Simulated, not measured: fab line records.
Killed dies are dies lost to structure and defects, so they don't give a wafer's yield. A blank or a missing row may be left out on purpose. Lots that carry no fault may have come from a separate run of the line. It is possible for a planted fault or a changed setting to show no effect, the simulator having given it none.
8D (eight disciplines) problem report, filled in by code / flow nandHarc / the parts of the form that need people (team, actions taken, sign-off) are left out

1. PROBLEM STATEMENT
At NHARC_A_STAIRCASE_TRIM_220, oesProductAu averages 0.821 a.u. over 4 wafers from 2 lots, while fault-free wafers read 0.998 a.u., standard deviation 0.0091. Relative to the usual mean, that is a shift of -19 standard deviations.
The step: chemistry O2, time 211.2 s.
Seen first at day 20 19:01 on rieDiel-02, wafer L674.2. The record holds 41 wafers of 14 lots with a number at this step. The rule behind "out" and "out of limits": a value lying over 4 standard deviations away from the usual mean. The rest of the wafers with a number are treated as sound.

2. WHAT THIS IS AND IS NOT
question=which readings at this step | is=oesProductAu | is not=drypumpMotorCurrentA, rfVppV, showerheadPlenumPTorr, throttleValvePct
question=which lots | is=L674, L675 | is not=L664, L667, L669, L677, L679, L680, L681, L682, L683, L684, L685, L686
question=which wafers of those lots | is=L674.1, L674.2, L675.1, L675.2 | is not=L674.3
question=read on which tools | is=rieDiel-02 | is not=rieDiel-05, rieDiel-09
question=when | is=from day 20 19:01 | is not=up to then (10 sound wafers); but 27 sound wafers of L677, L679, L680, L681, L682, L683, L684, L685, L686 came after

3. SUSPECTS, AND WHAT RULES EACH OUT
Counting: if a tool at a process step up to the reading ran every lot that is out, it stays a suspect. Sound lots after the first of them don't rule it out here, since some wafers of a struck lot are sound.
- rieDiel-02 at NHARC_A_STAIRCASE_TRIM_220 (chemistry O2, time 211.2 s): kept. It ran every lot that is out, first L674 (day 20 19:01); its last sound lot up to then is L664 (day 16 05:28). On those wafers its own readings are out: oesProductAu.
The count leaves rieDiel-02 at NHARC_A_STAIRCASE_TRIM_220.

4. THE CAUSE (what the simulator had put in)
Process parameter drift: rieDiel-02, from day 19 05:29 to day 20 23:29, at NHARC_A_STAIRCASE_TRIM_220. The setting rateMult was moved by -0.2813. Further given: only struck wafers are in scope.
This tool alone remained once counting was done.

5. SEQUENCE OF EFFECTS, ordered by route
Rows list readings where the struck wafers' mean (over those with a number) sits beyond 3 standard deviations from the usual. Scope: only readings with a usual standard deviation given in the record; hours: median across lots of the time from each lot's start at the first step in this table that gives one to its start at this step; sigmas: change in usual standard deviations.
hours=0; step=NHARC_A_STAIRCASE_TRIM_220; reading=oesProductAu; usual=0.998 a.u.; on struck wafers=0.821; change=-0.177; sigmas=-19
Process steps it contains:
- NHARC_A_STAIRCASE_TRIM_220: chemistry O2, time 211.2 s.

6. HOW IT WOULD HAVE BEEN CAUGHT EARLIER
First out-of-limits reading in this record: day 20 19:01, which is 38 hours after fault onset at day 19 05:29.
